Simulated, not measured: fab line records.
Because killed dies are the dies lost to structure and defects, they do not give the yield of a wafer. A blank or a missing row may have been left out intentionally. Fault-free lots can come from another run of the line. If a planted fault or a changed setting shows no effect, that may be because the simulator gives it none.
Matching of chambers ; flow nand-harc ; NHARC_P_M0_CMP_23 on cmp-04 has 4 sister chambers
The step polishes, t overpolish 20 s, target thk 117.53 nm. 8 wafers are shown with their chamber, then 7 later ones without.

== WAFERS PAIRED WITH THEIR CHAMBERS ==
wafer;chamber;motor-current-A (A);time-to-endpoint-s (s)
L081.3;1;9.9;33
L082.1;2;11.2;28
L084.4;0;11.4;31
L088.3;0;11.3;25
L089.2;2;11.5;25
L089.3;3;12.8;33
L090.1;1;9.6;34
L090.4;3;12.9;33

== WAFERS WITHOUT THEIR CHAMBER ==
wafer;motor-current-A (A);time-to-endpoint-s (s)
L092.1;12.5;31
L092.2;10.5;26
L092.4;11.4;29
L096.1;11.5;27
L097.1;12.5;35
L097.2;10.1;33
L097.3;11.6;28

== CHAMBER TAKEN BY EACH ==
wafer;from the rows above;in truth
L092.1;3;3
L092.2;can't be placed: 2 or 0 or 1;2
L092.4;can't be placed: 0 or 2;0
L096.1;can't be placed: 2 or 0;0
L097.1;3;3
L097.2;1;1
L097.3;can't be placed: 0 or 2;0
3 of 7 placed correctly. Cannot be placed on the basis of these rows: 4; the candidates contain the true chamber in 4. Number placed wrongly: 0.
How it was worked out, from the rows above alone: a wafer's distance from a chamber is the root of the sum, over the readings, of the square of ((its reading less the chamber's mean) divided by the reading's scatter). If the next closest chamber is less than 2 further off than the closest, the wafer can't be placed; otherwise it belongs to the closest. A chamber's mean is the mean of its shown wafers. The scatter: take each reading less its chamber's mean, square it, sum over the shown wafers, divide by the number of wafers less the number of chambers, and take the root.
